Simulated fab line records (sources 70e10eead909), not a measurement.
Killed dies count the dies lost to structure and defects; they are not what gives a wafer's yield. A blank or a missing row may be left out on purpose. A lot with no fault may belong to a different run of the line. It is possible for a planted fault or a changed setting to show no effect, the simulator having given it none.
Problem report in the 8D (eight disciplines) form, filled by code + flow nandHarc + the parts of the form that need people (team, actions taken, sign-off) are left out

1. THE PROBLEM
heaterPowerTotalW at NHARC_A_BLC_SOFTBAKE_05 reads a mean of 295.48 W on 9 wafers of 3 lots; wafers without a fault read 188.44 W with a standard deviation of 0.13. That is +99 or more standard deviations from the usual mean.
The step: time 55 s.
Earliest sighting: wafer L821.1 on lithoTrack-06 at day 30 18:00. At this step, 39 wafers from 13 lots have a number in the record. By rule, "out" or "out of limits" means more than 4 standard deviations away from the usual mean. All remaining wafers that have a number are taken as sound.

2. WHAT IT IS, AND WHAT IT ISN'T
| question                    | is                     | is not                                                     |
|-----------------------------|------------------------|------------------------------------------------------------|
| which readings at this step | heaterPowerTotalW      | -                                                          |
| which lots                  | L820, L821, L822       | L800, L801, L803, L805, L806, L807, L808, L810, L811, L812 |
| which wafers of those lots  | all that have a number | -                                                          |
| read on which tools         | lithoTrack-06          | lithoTrack-01, lithoTrack-04                               |
| when                        | from day 30 18:00      | up to then (30 sound wafers)                               |

3. THE SUSPECTS, EACH WITH WHAT RULES IT OUT
Counting: a tool at a process step up to the reading stays a suspect if it ran every lot that is out and no sound lot after the first of them.
- rieDiel-10 at NHARC_A_CONTACT_STRIP_26 (strips in O2): kept. All lots that are out passed through it, beginning with L821 at day 30 16:52, and no sound lot followed; its final sound lot before that point was L811 at day 27 17:20. Because NHARC_A_CONTACT_STRIP_26 lacks a start for some lots, the hours and order of its lots are taken from NHARC_A_CONTACT_ALD_18.
- lithoTrack-06 at NHARC_A_BLC_SOFTBAKE_05 (time 55 s): kept. All lots that are out passed through it, beginning with L821 at day 30 18:00, and no sound lot followed; its final sound lot before that point was L812 at day 28 01:00. Its own readings are out on those wafers: heaterPowerTotalW.
Remaining after the count are rieDiel-10 at NHARC_A_CONTACT_STRIP_26 and lithoTrack-06 at NHARC_A_BLC_SOFTBAKE_05.

4. THE CAUSE (what the simulator had put in)
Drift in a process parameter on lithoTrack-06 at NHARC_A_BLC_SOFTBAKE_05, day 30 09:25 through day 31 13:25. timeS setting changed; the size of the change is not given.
After counting, 2 suspects remain, this tool included.

5. SEQUENCE OF EFFECTS, ordered by route
Rows list readings where the struck wafers' mean (over those with a number) sits beyond 3 standard deviations from the usual. Scope: only readings with a usual standard deviation given in the record; hours: median across lots of the time from each lot's start at the first step in this table that gives one to its start at this step; sigmas: change in usual standard deviations.
| hours | step                    | reading           | usual    | on struck wafers | change  | sigmas      |
|-------|-------------------------|-------------------|----------|------------------|---------|-------------|
| 0     | NHARC_A_BLC_SOFTBAKE_05 | heaterPowerTotalW | 188.44 W | 295.48           | +107.04 | +99 or more |
Process steps it contains:
- NHARC_A_BLC_SOFTBAKE_05: time 55 s.

6. HOW IT WOULD HAVE BEEN CAUGHT EARLIER
9 hours passed between the start of the fault at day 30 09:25 and the first reading out of limits in this record, taken at day 30 18:00.
